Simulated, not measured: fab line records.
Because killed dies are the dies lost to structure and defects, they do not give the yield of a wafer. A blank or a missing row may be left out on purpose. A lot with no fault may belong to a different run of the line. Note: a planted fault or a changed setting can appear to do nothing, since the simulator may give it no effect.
A single fault, viewed from 2 desks    flow nandHarc    each desk has only its own numbers; what lay behind them comes last

THE METROLOGY DESK
Means of the sampled wafers that have a number, per lot and without regard to the tool the lot ran on: this is what the gauges read. Marked OUT: a lot whose mean sits more than 4 standard deviations from the usual mean, which makes it out of limits; the brackets give that distance.
Columns: A = cdNm at NHARC_P_CONTACT_CD_MEAS_19, usual 89.8 nm; B = cdNm at NHARC_P_M0_CD_MEAS_09, usual 89.8 nm; C = cdNm at NHARC_P_M0_CD_MEAS_16, usual 89.3 nm
lot   first seen here  A     B                C
L559  day 8 00:10      91.0  89.4             88.8
L560  day 8 04:55      89.0  89.5             88.8
L562  day 9 06:38      89.6  89.2             88.7
L564  day 10 03:17     91.9  89.7             88.7
L565  day 10 11:16     88.4  86.2 (-5.0) OUT  85.4
L566  day 11 08:14     89.6  89.2             88.6
L569  day 11 22:08     87.7  86.6 (-4.4) OUT  85.9
L571  day 12 20:34     89.2  87.1             86.9
L575  day 14 12:05     89.4  90.1             90.2
L576  day 15 02:42     90.0  89.2             88.6
Finding of this desk: L565, L569 out of limits; the first was L565 at day 10 14:16, on cdNm at NHARC_P_M0_CD_MEAS_09. L559, L560, L562, L564, L566, L571, L575, L576: within limits.

THE TOOL OWNER'S DESK: arfiScanner-03
The tool's own readings at NHARC_P_M0_EXPOSE_06 (exposes mask P M0, target cd 90 nm): means of the sampled wafers that have a number, for each lot that ran on this tool. Marked OUT: a lot whose mean sits more than 4 standard deviations from the usual mean, which makes it out of limits; the brackets give that distance.
Columns: A = exposureDoseMJCm2 at NHARC_P_M0_EXPOSE_06, usual 81.18
lot   first seen here  A
L559  day 8 03:01      81.22
L562  day 9 09:37      81.22
L564  day 10 06:11     81.11
L565  day 10 14:07     76.02 (-61) OUT
L569  day 12 01:07     76.98 (-49) OUT
L571  day 12 23:32     77.94 (-38) OUT
Finding of this desk: L565, L569, L571 out of limits; the first was L565 at day 10 14:07, on exposureDoseMJCm2 at NHARC_P_M0_EXPOSE_06. L559, L562, L564: within limits.

PUT TOGETHER
An alarm could have come from the tool owner's desk at day 10 14:07, on L565, L569, L571.
On L565, L569, the metrology desk was in a position to raise an alarm at day 10 14:16.
The metrology desk has L571 on record, within its limits.
All the named lots went through NHARC_P_M0_EXPOSE_06 on arfiScanner-03.

WHAT HAD BEEN PUT IN BY THE SIMULATOR
Process parameters drifting: arfiScanner-03 at NHARC_P_M0_EXPOSE_06, beginning at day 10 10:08. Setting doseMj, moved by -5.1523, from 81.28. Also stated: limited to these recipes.
Shown lots that were struck: L565, L569, L571.
Delay (hours) between the fault's onset and each desk's first out-of-limits reading: 4 at the tool owner's desk, 4 at the metrology desk.
